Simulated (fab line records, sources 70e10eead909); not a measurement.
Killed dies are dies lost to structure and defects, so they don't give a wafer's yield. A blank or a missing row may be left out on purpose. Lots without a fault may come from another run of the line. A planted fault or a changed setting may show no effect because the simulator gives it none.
Which tool did it? | flow nand_harc | 23 lots, 69 wafers sampled, at 6 steps of a route of 1302

WHAT THE GAUGES READ, wafer by wafer
The record holds no reading of a measuring or inspecting step that can be judged against a usual standard deviation.

WHICH TOOL RAN EACH LOT (tool, then ch and the chambers of the sampled wafers, then the start)
lot  | NHARC_A_STAIRCASE_STRIP_295                   | NHARC_A_STAIRCASE_DEP_301       | NHARC_A_STAIRCASE_ETCH_313         | NHARC_A_STAIRCASE_ETCH_453                    | NHARC_A_STAIRCASE_ALD_420        | NHARC_A_SGD_CUT_DESCUM_14
L074 | rie_diel-07 ch 1,2,3, day 17 03:47 or earlier | pecvd-02 ch 0,1,2, day 17 03:47 | rie_diel-04 ch 0,1,2, day 17 04:54 | rie_diel-04 ch 0,1, day 17 12:02 or earlier   | ald_hk-02 ch 1,2,3, day 17 12:02 | rie_diel-08 ch 0,3, day 19 04:41
L076 | rie_diel-04 ch 1,2, day 17 23:15 or earlier   | pecvd-04 ch 0,1, day 17 23:15   | rie_diel-04 ch 0,2,3, day 18 00:20 | rie_diel-04 ch 1,2,3, day 18 07:22 or earlier | ald_hk-01 ch 0,1,3, day 18 07:22 | rie_diel-10 ch 1,2,3, day 20 01:23
L075 | rie_diel-07 ch 1,2, day 18 02:27 or earlier   | pecvd-04 ch 1,2, day 18 02:27   | rie_diel-04 ch 0,1,3, day 18 03:29 | rie_diel-04 ch 0,3, day 18 10:31 or earlier   | ald_hk-02 ch 0,2,3, day 18 10:31 | rie_diel-08 ch 0,2,3, day 19 22:49
L077 | rie_diel-07 ch 0,2, day 18 09:11 or earlier   | pecvd-01 ch 0,1, day 18 09:11   | rie_diel-04 ch 0,1,3, day 18 10:08 | rie_diel-04 ch 1,2,3, day 18 17:16 or earlier | ald_hk-01 ch 0,1,3, day 18 17:16 | rie_diel-01 ch 0,1,2, day 20 15:11
L078 | rie_diel-04 ch 0,1, day 18 16:26 or earlier   | pecvd-04 ch 0,2, day 18 16:26   | rie_diel-07 ch 1,2,3, day 18 17:31 | rie_diel-07 ch 0,3, day 19 02:20 or earlier   | ald_hk-03 ch 0,3, day 19 02:20   | rie_diel-10 ch 0,1, day 20 22:40
L079 | rie_diel-04 ch 2,3, day 19 07:23 or earlier   | pecvd-02 ch 1,2, day 19 07:23   | rie_diel-12 ch 0,1, day 19 08:27   | rie_diel-12 ch 0,1,3, day 19 15:17 or earlier | ald_hk-03 ch 0,1, day 19 15:17   | rie_diel-08 ch 0,1,2, day 21 15:43
L080 | rie_diel-04 ch 0,2,3, day 19 14:29            | pecvd-02 ch 1,2, day 19 20:38   | rie_diel-07 ch 1,2,3, day 19 21:40 | rie_diel-07 ch 1,2, day 20 04:37 or earlier   | ald_hk-03 ch 1,2,3, day 20 04:37 | rie_diel-01 ch 0,2, day 22 04:53
L081 | rie_diel-04 ch 0,2, day 19 23:40 or earlier   | pecvd-01 ch 1,2, day 19 23:40   | rie_diel-04 ch 2,3, day 20 00:34   | rie_diel-04 ch 0,2, day 20 11:56 or earlier   | ald_hk-01 ch 1,3, day 20 11:56   | rie_diel-08 ch 1,3, day 22 04:41
L082 | rie_diel-04 ch 0,1, day 20 09:02 or earlier   | pecvd-01 ch 0,2, day 20 09:02   | rie_diel-07 ch 0,1, day 20 10:03   | rie_diel-07 ch 1,2, day 20 16:49 or earlier   | ald_hk-03 ch 0,3, day 20 16:49   | rie_diel-01 ch 1,2,3, day 22 14:21
L085 | rie_diel-12 ch 1,2,3, day 21 03:28 or earlier | pecvd-02 ch 0,2, day 21 03:28   | rie_diel-07 ch 1,3, day 21 04:29   | rie_diel-07 ch 1,2,3, day 21 11:34 or earlier | ald_hk-03 ch 1,2,3, day 21 11:34 | rie_diel-10 ch 0,1,2, day 23 05:17
L083 | rie_diel-04 ch 0,1,3, day 21 05:18 or earlier | pecvd-01 ch 0,2, day 21 05:18   | rie_diel-12 ch 0,1, day 21 06:22   | rie_diel-12 ch 1,2,3, day 22 01:01 or earlier | ald_hk-02 ch 0,1,3, day 22 01:01 | rie_diel-01 ch 1,2,3, day 23 18:16
L084 | rie_diel-12 ch 0,1,3, day 21 05:34 or earlier | pecvd-01 ch 0,1, day 21 05:34   | rie_diel-07 ch 1,3, day 21 06:27   | rie_diel-07 ch 1,3, day 21 13:44 or earlier   | ald_hk-01 ch 1,2,3, day 21 13:44 | rie_diel-08 ch 2,3, day 23 05:32
L086 | rie_diel-07 ch 0,1,2, day 22 05:58 or earlier | pecvd-02 ch 0,1,2, day 22 05:58 | rie_diel-12 ch 0,2,3, day 22 06:55 | rie_diel-12 ch 0,1,3, day 22 14:00 or earlier | ald_hk-01 ch 1,2,3, day 22 14:00 | rie_diel-10 ch 0,1,3, day 24 07:10
L087 | rie_diel-12 ch 1,2,3, day 22 13:50 or earlier | pecvd-01 ch 0,2, day 22 13:50   | rie_diel-12 ch 1,2,3, day 22 14:53 | rie_diel-12 ch 0,2,3, day 23 00:52 or earlier | ald_hk-03 ch 0,2,3, day 23 00:52 | rie_diel-08 ch 0,1,2, day 25 00:01
L088 | rie_diel-07 ch 1,2, day 23 11:28 or earlier   | pecvd-02 ch 1,2, day 23 11:28   | rie_diel-12 ch 1,2, day 23 12:37   | rie_diel-12 ch 0,1,3, day 23 20:20 or earlier | ald_hk-03 ch 0,2,3, day 23 20:20 | rie_diel-10 ch 0,1,3, day 25 13:26
L089 | rie_diel-07 ch 0,2,3, day 23 13:20 or earlier | pecvd-04 ch 0,1,2, day 23 13:20 | rie_diel-04 ch 1,2,3, day 23 14:20 | rie_diel-04 ch 0,3, day 23 20:49 or earlier   | ald_hk-02 ch 1,2,3, day 23 20:49 | rie_diel-01 ch 0,2,3, day 25 13:13
L091 | rie_diel-07 ch 0,3, day 23 20:11 or earlier   | pecvd-01 ch 1,2, day 23 20:11   | rie_diel-04 ch 0,1,3, day 23 21:08 | rie_diel-04 ch 0,1, day 24 07:14 or earlier   | ald_hk-02 ch 0,3, day 24 07:14   | rie_diel-08 ch 0,1,3, day 25 23:41
L090 | rie_diel-12 ch 0,3, day 23 23:47 or earlier   | pecvd-04 ch 0,2, day 23 23:47   | rie_diel-12 ch 0,2,3, day 24 00:52 | rie_diel-12 ch 1,3, day 24 09:08 or earlier   | ald_hk-01 ch 1,3, day 24 09:08   | rie_diel-01 ch 0,1, day 25 23:10
L092 | rie_diel-04 ch 0,2, day 24 18:08 or earlier   | pecvd-01 ch 1,2, day 24 18:08   | rie_diel-07 ch 1,2,3, day 24 19:13 | rie_diel-07 ch 1,2,3, day 25 02:47 or earlier | ald_hk-01 ch 0,1,2, day 25 02:47 | rie_diel-10 ch 1,3, day 26 21:12
L093 | rie_diel-12 ch 0,1,3, day 24 20:00 or earlier | pecvd-01 ch 0,1,2, day 24 20:00 | rie_diel-07 ch 0,1,2, day 24 21:05 | rie_diel-07 ch 0,1,2, day 25 08:59 or earlier | ald_hk-02 ch 0,1,3, day 25 08:59 | rie_diel-10 ch 0,2,3, day 27 02:11
L095 | rie_diel-04 ch 0,2,3, day 25 20:26 or earlier | pecvd-01 ch 0,1,2, day 25 20:26 | rie_diel-04 ch 0,1,3, day 25 21:26 | rie_diel-04 ch 0,3, day 26 11:34 or earlier   | ald_hk-01 ch 0,2,3, day 26 11:34 | rie_diel-08 ch 0,1,2, day 28 07:04
L096 | rie_diel-04 ch 1,3, day 26 16:52 or earlier   | pecvd-04 ch 1,2, day 26 16:52   | rie_diel-04 ch 0,3, day 26 17:56   | rie_diel-04 ch 0,1,2, day 27 03:34 or earlier | ald_hk-03 ch 0,3, day 27 03:34   | rie_diel-10 ch 1,2, day 29 01:28
L097 | rie_diel-12 ch 0,2,3, day 26 17:36 or earlier | pecvd-01 ch 1,2, day 26 17:36   | rie_diel-12 ch 2,3, day 26 18:38   | rie_diel-12 ch 0,1,2, day 27 04:03 or earlier | ald_hk-01 ch 0,1,3, day 27 04:03 | rie_diel-08 ch 0,2,3, day 29 01:07
- NHARC_A_STAIRCASE_STRIP_295: strips in O2.
- NHARC_A_STAIRCASE_DEP_301: deposits SiON, target thk 30 nm.
- NHARC_A_STAIRCASE_ETCH_313: etches the open film in CF4/CHF3.
- NHARC_A_STAIRCASE_ETCH_453: etches the open film in CF4/O2, target depth 30 nm, overetch 3 nm, time 16.5 s.
- NHARC_A_STAIRCASE_ALD_420: deposits SiO2, target thk 20 nm, pulse time 6 s, ald cycles 200.
- NHARC_A_SGD_CUT_DESCUM_14: chemistry O2, time 3 s.

WHAT THE TOOLS THEMSELVES READ (means of the sampled wafers that have a number; where no wafer has one, the mark that the record gives instead)
NHARC_A_STAIRCASE_STRIP_295.
lot  | tool        | drypump_motor_current_A (A) | oes_product_au (a.u.) | rf_vpp_V (V) | showerhead_plenum_p_Torr (Torr) | throttle_valve_pct (%)
L074 | rie_diel-07 | 5.5                         | 0.998                 | 58.4         | 3.45                            | 17.031
L076 | rie_diel-04 | 5.7                         | 0.999                 | 58.4         | 3.71                            | 17.032
L075 | rie_diel-07 | 5.5                         | 0.999                 | 56.7         | 3.39                            | 17.033
L077 | rie_diel-07 | 5.4                         | 1.001                 | 57.4         | 3.33                            | 17.033
L078 | rie_diel-04 | 5.7                         | 1.007                 | 57.8         | 3.45                            | 17.034
L079 | rie_diel-04 | 6.1                         | 0.991                 | 57.4         | 3.50                            | 17.037
L080 | rie_diel-04 | 5.9                         | 0.998                 | 57.2         | 3.43                            | 17.045
L081 | rie_diel-04 | 5.7                         | 0.996                 | 56.8         | 3.44                            | 17.031
L082 | rie_diel-04 | 5.6                         | 1.003                 | 56.9         | 3.45                            | 17.035
L085 | rie_diel-12 | 5.7                         | 1.000                 | 57.5         | 3.40                            | 17.024
L083 | rie_diel-04 | 5.9                         | 1.007                 | 58.1         | 3.51                            | 17.042
L084 | rie_diel-12 | 5.8                         | 0.998                 | 57.7         | 3.40                            | 17.028
L086 | rie_diel-07 | 5.5                         | 0.999                 | 57.4         | 3.52                            | 17.038
L087 | rie_diel-12 | 5.7                         | 0.994                 | 58.1         | 3.39                            | 17.040
L088 | rie_diel-07 | 5.6                         | 0.996                 | 57.0         | 3.39                            | 17.030
L089 | rie_diel-07 | 5.4                         | 1.000                 | 58.2         | 3.55                            | 17.043
L091 | rie_diel-07 | 5.5                         | 0.998                 | 58.0         | 3.69                            | 17.042
L090 | rie_diel-12 | 6.3                         | 1.011                 | 57.0         | 3.35                            | 17.024
L092 | rie_diel-04 | 5.7                         | 0.993                 | 57.5         | 3.61                            | 17.031
L093 | rie_diel-12 | 5.8                         | 1.002                 | 57.0         | 3.38                            | 17.045
L095 | rie_diel-04 | 5.9                         | 1.000                 | 57.9         | 3.59                            | 17.038
L096 | rie_diel-04 | 6.0                         | 0.994                 | 59.3         | 3.66                            | 17.032
L097 | rie_diel-12 | 6.1                         | 1.004                 | 57.9         | 3.34                            | 17.031

NHARC_A_STAIRCASE_DEP_301.
lot  | tool     | heater_power_w (W)
L074 | pecvd-02 | 685
L076 | pecvd-04 | 791
L075 | pecvd-04 | 864
L077 | pecvd-01 | 677
L078 | pecvd-04 | 813
L079 | pecvd-02 | 696
L080 | pecvd-02 | 749
L081 | pecvd-01 | 660
L082 | pecvd-01 | 725
L085 | pecvd-02 | 652
L083 | pecvd-01 | 739
L084 | pecvd-01 | 709
L086 | pecvd-02 | 719
L087 | pecvd-01 | 719
L088 | pecvd-02 | 680
L089 | pecvd-04 | 797
L091 | pecvd-01 | 635
L090 | pecvd-04 | 770
L092 | pecvd-01 | 682
L093 | pecvd-01 | 718
L095 | pecvd-01 | 691
L096 | pecvd-04 | 743
L097 | pecvd-01 | 716

NHARC_A_STAIRCASE_ETCH_313.
lot  | tool        | drypump_motor_current_A (A) | oes_product_au (a.u.) | rf_vpp_V (V) | showerhead_plenum_p_Torr (Torr) | throttle_valve_pct (%)
L074 | rie_diel-04 | 5.7                         | 0.921                 | 370.6        | 1.58                            | 16.809
L076 | rie_diel-04 | 5.9                         | 0.923                 | 369.1        | 1.53                            | 16.802
L075 | rie_diel-04 | 5.9                         | 0.949                 | 369.8        | 1.57                            | 16.807
L077 | rie_diel-04 | 5.9                         | 0.924                 | 370.7        | 1.57                            | 16.812
L078 | rie_diel-07 | 5.5                         | 0.967                 | 369.6        | 1.53                            | 16.806
L079 | rie_diel-12 | 5.6                         | 0.916                 | 369.0        | 1.52                            | 16.803
L080 | rie_diel-07 | 5.5                         | 0.921                 | 369.0        | 1.53                            | 16.805
L081 | rie_diel-04 | 5.9                         | 0.914                 | 369.4        | 1.56                            | 16.798
L082 | rie_diel-07 | 5.6                         | 0.929                 | 368.8        | 1.51                            | 16.805
L085 | rie_diel-07 | 5.6                         | 0.968                 | 369.5        | 1.54                            | 16.803
L083 | rie_diel-12 | 5.7                         | 0.926                 | 369.4        | 1.52                            | 16.809
L084 | rie_diel-07 | 5.6                         | 0.973                 | 369.2        | 1.54                            | 16.812
L086 | rie_diel-12 | 6.1                         | 0.937                 | 367.8        | 1.50                            | 16.797
L087 | rie_diel-12 | 5.6                         | 0.931                 | 368.5        | 1.51                            | 16.807
L088 | rie_diel-12 | 5.7                         | 0.930                 | 368.3        | 1.50                            | 16.799
L089 | rie_diel-04 | 5.9                         | 0.980                 | 371.4        | 1.60                            | 16.804
L091 | rie_diel-04 | 5.9                         | 0.971                 | 372.1        | 1.64                            | 16.794
L090 | rie_diel-12 | 6.1                         | 0.931                 | 367.8        | 1.50                            | 16.797
L092 | rie_diel-07 | 5.5                         | 0.923                 | 369.4        | 1.52                            | 16.802
L093 | rie_diel-07 | 5.5                         | 0.927                 | 371.0        | 1.57                            | 16.803
L095 | rie_diel-04 | 5.9                         | 0.922                 | 372.7        | 1.64                            | 16.798
L096 | rie_diel-04 | 5.8                         | 0.924                 | 373.0        | 1.64                            | 16.803
L097 | rie_diel-12 | 5.9                         | 0.928                 | 368.0        | 1.49                            | 16.800

NHARC_A_STAIRCASE_ETCH_453.
lot  | tool        | drypump_motor_current_A (A) | oes_product_au (a.u.) | rf_vpp_V (V) | showerhead_plenum_p_Torr (Torr) | throttle_valve_pct (%)
L074 | rie_diel-04 | 5.6                         | 1.008                 | 197.4        | 1.31                            | 13.399
L076 | rie_diel-04 | 5.9                         | 0.991                 | 198.6        | 1.37                            | 13.400
L075 | rie_diel-04 | 6.1                         | 1.002                 | 197.8        | 1.29                            | 13.410
L077 | rie_diel-04 | 5.9                         | 0.990                 | 198.0        | 1.37                            | 13.395
L078 | rie_diel-07 | 5.5                         | 0.999                 | 197.2        | 1.30                            | 13.403
L079 | rie_diel-12 | 5.8                         | 0.994                 | 196.5        | 1.29                            | 13.396
L080 | rie_diel-07 | 5.6                         | 0.996                 | 196.7        | 1.28                            | 13.408
L081 | rie_diel-04 | 5.7                         | 0.994                 | 196.3        | 1.30                            | 13.400
L082 | rie_diel-07 | 5.5                         | 0.995                 | 195.9        | 1.27                            | 13.398
L085 | rie_diel-07 | 5.5                         | 0.992                 | 196.4        | 1.29                            | 13.397
L083 | rie_diel-12 | 5.7                         | 1.002                 | 196.4        | 1.28                            | 13.400
L084 | rie_diel-07 | 5.5                         | 1.003                 | 197.4        | 1.32                            | 13.384
L086 | rie_diel-12 | 5.8                         | 1.002                 | 198.1        | 1.28                            | 13.398
L087 | rie_diel-12 | 6.1                         | 1.001                 | 196.3        | 1.27                            | 13.395
L088 | rie_diel-12 | 5.8                         | 1.006                 | 197.3        | 1.28                            | 13.400
L089 | rie_diel-04 | 6.1                         | 0.996                 | 197.7        | 1.36                            | 13.396
L091 | rie_diel-04 | 5.6                         | 1.006                 | 200.4        | 1.44                            | 13.394
L090 | rie_diel-12 | 5.3                         | 0.997                 | 197.4        | 1.29                            | 13.398
L092 | rie_diel-07 | 5.5                         | 0.999                 | 197.0        | 1.29                            | 13.389
L093 | rie_diel-07 | 5.5                         | 0.991                 | 198.3        | 1.33                            | 13.392
L095 | rie_diel-04 | 5.8                         | 1.001                 | 199.3        | 1.40                            | 13.403
L096 | rie_diel-04 | 5.7                         | 0.998                 | 198.6        | 1.40                            | 13.392
L097 | rie_diel-12 | 6.0                         | 1.001                 | 196.6        | 1.26                            | 13.405

NHARC_A_STAIRCASE_ALD_420.
lot  | tool      | heater_power_w (W) | precursor_pulse_height_rel
L074 | ald_hk-02 | 492                | 1.006
L076 | ald_hk-01 | 473                | 1.003
L075 | ald_hk-02 | 504                | 0.999
L077 | ald_hk-01 | 482                | 1.012
L078 | ald_hk-03 | 470                | 1.001
L079 | ald_hk-03 | 462                | 1.007
L080 | ald_hk-03 | 466                | 1.002
L081 | ald_hk-01 | 503                | 1.011
L082 | ald_hk-03 | 477                | 0.992
L085 | ald_hk-03 | 477                | 0.990
L083 | ald_hk-02 | 491                | 0.990
L084 | ald_hk-01 | 492                | 1.003
L086 | ald_hk-01 | 496                | 1.004
L087 | ald_hk-03 | 469                | 1.019
L088 | ald_hk-03 | 479                | 0.977
L089 | ald_hk-02 | 485                | 0.997
L091 | ald_hk-02 | 511                | 0.995
L090 | ald_hk-01 | 487                | 1.010
L092 | ald_hk-01 | 442                | 1.013
L093 | ald_hk-02 | 492                | 1.004
L095 | ald_hk-01 | 479                | 0.997
L096 | ald_hk-03 | 461                | 1.000
L097 | ald_hk-01 | 471                | 0.997

NHARC_A_SGD_CUT_DESCUM_14.
lot  | tool        | drypump_motor_current_A (A) | oes_product_au (a.u.) | rf_vpp_V (V) | showerhead_plenum_p_Torr (Torr) | throttle_valve_pct (%)
L074 | rie_diel-08 | 5.5                         | 0.999                 | 56.8         | 1.83                            | 11.306
L076 | rie_diel-10 | 5.4                         | 0.996                 | 56.9         | 1.87                            | 11.307
L075 | rie_diel-08 | 5.7                         | 0.995                 | 56.7         | 1.82                            | 11.307
L077 | rie_diel-01 | 5.4                         | 0.997                 | 57.6         | 1.95                            | 11.310
L078 | rie_diel-10 | 5.4                         | 1.002                 | 57.7         | 1.96                            | 11.314
L079 | rie_diel-08 | 5.9                         | 0.999                 | 57.7         | 1.90                            | 11.305
L080 | rie_diel-01 | 5.3                         | 1.008                 | 57.8         | 1.97                            | 11.310
L081 | rie_diel-08 | 5.6                         | 0.996                 | 57.2         | 1.96                            | 11.308
L082 | rie_diel-01 | 5.6                         | 0.996                 | 57.6         | 1.93                            | 11.320
L085 | rie_diel-10 | 5.3                         | 1.000                 | 58.1         | 1.93                            | 11.313
L083 | rie_diel-01 | 5.6                         | 1.002                 | 57.9         | 1.93                            | 11.304
L084 | rie_diel-08 | 5.5                         | 0.996                 | 57.7         | 1.81                            | 11.310
L086 | rie_diel-10 | 5.5                         | 1.010                 | 57.8         | 1.89                            | 11.312
L087 | rie_diel-08 | 5.9                         | 0.993                 | 57.1         | 1.89                            | 11.307
L088 | rie_diel-10 | 5.5                         | 1.003                 | 57.1         | 1.88                            | 11.310
L089 | rie_diel-01 | 5.4                         | 0.999                 | 58.0         | 1.95                            | 11.310
L091 | rie_diel-08 | 5.7                         | 0.987                 | 58.0         | 1.89                            | 11.309
L090 | rie_diel-01 | 5.1                         | 0.997                 | 58.1         | 2.03                            | 11.307
L092 | rie_diel-10 | 5.5                         | 0.998                 | 57.5         | 1.81                            | 11.310
L093 | rie_diel-10 | 5.4                         | 1.003                 | 57.2         | 1.94                            | 11.316
L095 | rie_diel-08 | 5.9                         | 0.996                 | 57.4         | 1.89                            | 11.302
L096 | rie_diel-10 | 5.2                         | 0.998                 | 57.6         | 1.91                            | 11.314
L097 | rie_diel-08 | 5.7                         | 0.995                 | 57.0         | 1.82                            | 11.316

THE ANSWER, worked out from the rows above alone
Rule: what is usual is taken from the lots themselves. Put in order of their means at a reading, lots are off if they are a third of the lots or fewer, leave a main group of 4 or more, and stand apart from it by a gap of 3 or more times the standard deviation of the main group's means; of several such gaps the widest counts. A main group whose means are all the same, to the digits that the tables above print for the reading, isn't used. A lot without any number at a reading at which 4 lots or more have one is off too. The other lots that the step has rows for count as sound. The gauges are gone through in route order, then the tools' own readings, and for those a lot's mean is taken as printed above. The first step at which some lot is off is used, and at that step the reading that is off furthest; a lot without a number counts as furthest.
No lot is off at any reading shown: from this, nothing can be told.

WHAT THE SIMULATOR HAD PUT IN
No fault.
